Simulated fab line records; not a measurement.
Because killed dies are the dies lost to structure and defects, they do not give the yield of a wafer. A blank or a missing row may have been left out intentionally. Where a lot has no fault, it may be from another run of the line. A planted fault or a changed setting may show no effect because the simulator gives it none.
A struck lot beside a sound one	flow nand harc	28 out of 1302 route steps
Sound: these wafers, L692.1, L692.4, L692.6. Struck: wafer L710.4. (L710.5, L710.6 of the same lot were not struck and are left out.) The cause comes at the end.
At each step with rows: each side's tool, then ch and its chambers, then its first start. Under that, the readings that differ: sound wafers	struck wafers	difference of the means	sigmas: that difference in standard deviations of wafers without a fault.
alike: readings whose means differ by less than 2 such deviations, and words and numbers that are the same on both sides. not compared: withheld readings, readings that some wafer has no value for, bounds like >300 that may hide the same value, and numbers for which the record gives no deviation and whose values overlap.
The two part at a step that has a row with sigmas, a row that says differs or no value, or rows on one side only. Numbers that don't overlap but have no deviation are shown without sigmas and don't part them. A reading that every wafer of one side lacks parts them only if that side has two wafers or more.

NHARC_A_CONTACT_ETCH_122: etches the open film in C4F8/O2/Ar, time 190 s, target depth 1850 nm.
  sound on har cap etch-01 ch 0,1, day 21 19:34; struck on har cap etch-01 ch 1, day 28 22:16
reading	sound	struck	difference	sigmas
chamber pressure mTorr (mTorr)	20.003 19.966 19.983	20.036	+0.052	+3
  not compared: rf hours counter h
then, 2 steps without rows for these wafers: NHARC_A_CONTACT_ETCH_123 (etches the open film in C4F8/O2/Ar, time 490 s, target depth 2110 nm); NHARC_A_CONTACT_ETCH_90 (etches the open film in CH3F/O2, target depth 40 nm, time 85.7 s).
NHARC_A_CONTACT_ETCH_96: etches the open film in C4F6/O2, target depth 20 nm, time 10 s.
  sound: rie diel-06 ch 1,2,3; struck: rie diel-11 ch 3
reading	sound	struck	difference	sigmas
oes product au (a.u.)	0.941 0.931 0.948	1.013	+0.073	+3
  alike: chamber pressure mTorr, drypump motor current A, rf vpp V, showerhead plenum p Torr, throttle valve pct
  not compared: rf hours counter h
NHARC_A_CONTACT_CD_MEAS_53:
  sound on cd sem-03 at day 21 20:56; struck on cd sem-03 at day 28 23:34
  alike: cd nm
then, 4 steps without rows for these wafers: NHARC_A_CONTACT_STRIP_99 (strips in N2/H2); NHARC_A_CONTACT_STRIP_100 (strips in CF4/CHF3); NHARC_A_CONTACT_STRIP_101 (strips in O2/COS); NHARC_A_CONTACT_ETCH_102 (etches the open film in CF4/O2, target depth 100 nm, overetch 10 nm, time 55 s).
NHARC_A_CONTACT_STRIP_55: strips in O2.
  sound: rie diel-06 ch 1,2; struck: rie diel-11 ch 0
reading	sound	struck	difference	sigmas
drypump motor current A (A)	6.2 5.0 5.1	6.3	+0.9	+2
  alike: chamber pressure mTorr, oes product au, rf vpp V, showerhead plenum p Torr, throttle valve pct
  not compared: rf hours counter h
then, 1 step without rows for these wafers: NHARC_A_CONTACT_STRIP_56 (strips in post etch residue remover, time 600 s).
NHARC_A_CONTACT_DEP_57: deposits aC, target thk 5300 nm.
  sound on acl dep-02 ch 0, day 21 21:54; struck on acl dep-01 ch 0, day 29 05:26
  alike: throttle valve pct
NHARC_A_CONTACT_DEP_58: deposits SiON, target thk 90 nm.
  sound on pecvd-03 ch 1,2, day 22 01:13; struck on pecvd-03 ch 1, day 29 07:10
  alike: heater power w, showerhead vpp V
  not compared: since wet clean h
then, 10 steps without rows for these wafers: NHARC_A_CONTACT_DEHYDRATE_59 (time 120 s); NHARC_A_CONTACT_HMDS_60 (time 30 s); NHARC_A_CONTACT_COAT_61 (time 75 s); NHARC_A_CONTACT_COAT_62 (time 65 s); NHARC_A_CONTACT_COAT_63 (resist thk 90 nm); NHARC_A_CONTACT_SOFTBAKE_64 (time 55 s); NHARC_A_CONTACT_EBR_65; NHARC_A_CONTACT_EXPOSE_66 (exposes mask A CC 2); NHARC_A_CONTACT_PEB_67 (peb time 65 s); NHARC_A_CONTACT_DEVELOP_68 (develop time 35 s).
NHARC_A_CONTACT_CD_MEAS_69: target cd 300 nm.
  sound on cd sem-01 ch 0, day 22 01:53; struck on cd sem-02 ch 0, day 29 07:49
  alike: cd nm
NHARC_A_CONTACT_OVL_MEAS_70:
  sound on overlay-01 at day 22 01:58; struck on overlay-01 at day 29 07:53
  alike: overlay x nm, overlay y nm
NHARC_A_CONTACT_INSPECT_71:
  sound on defect inspect-02 at day 22 02:01; struck on defect inspect-01 at day 29 07:55
reading	sound	struck	difference	sigmas
raw defect count	96 107 108	875	+771	+25
NHARC_A_CONTACT_DESCUM_74: chemistry O2, time 3 s.
  sound on rie diel-04 ch 0,1, day 22 02:05; struck on rie diel-11 ch 1, day 29 08:00
  alike: chamber pressure mTorr, drypump motor current A, oes product au, rf vpp V, showerhead plenum p Torr, throttle valve pct
  not compared: rf hours counter h
-- the record jumps here: 3 days lie between the struck wafers' starts before and after (it left off in module A_CONTACT and takes up again in module END, whose first step shown is number 1302 of the route) --
NHARC_END_SORT_01:
  sound on prober-01 ch 0, day 25 04:37; struck on prober-02 ch 0, day 31 21:31
reading	sound	struck	difference	sigmas
killed at array	64 71 80	112	+40	+2
killed at other	2 4 6	0	-4	-3
killed dies	68 75 89	116	+39	+2
killed short	6 1 3	0	-3	-2
  alike: killed at periphery, killed open

== WHERE THEY PART ==
At NHARC_A_CONTACT_ETCH_122 first; at NHARC_END_SORT_01 last (within this record only).

WHY: the cause the simulator had injected
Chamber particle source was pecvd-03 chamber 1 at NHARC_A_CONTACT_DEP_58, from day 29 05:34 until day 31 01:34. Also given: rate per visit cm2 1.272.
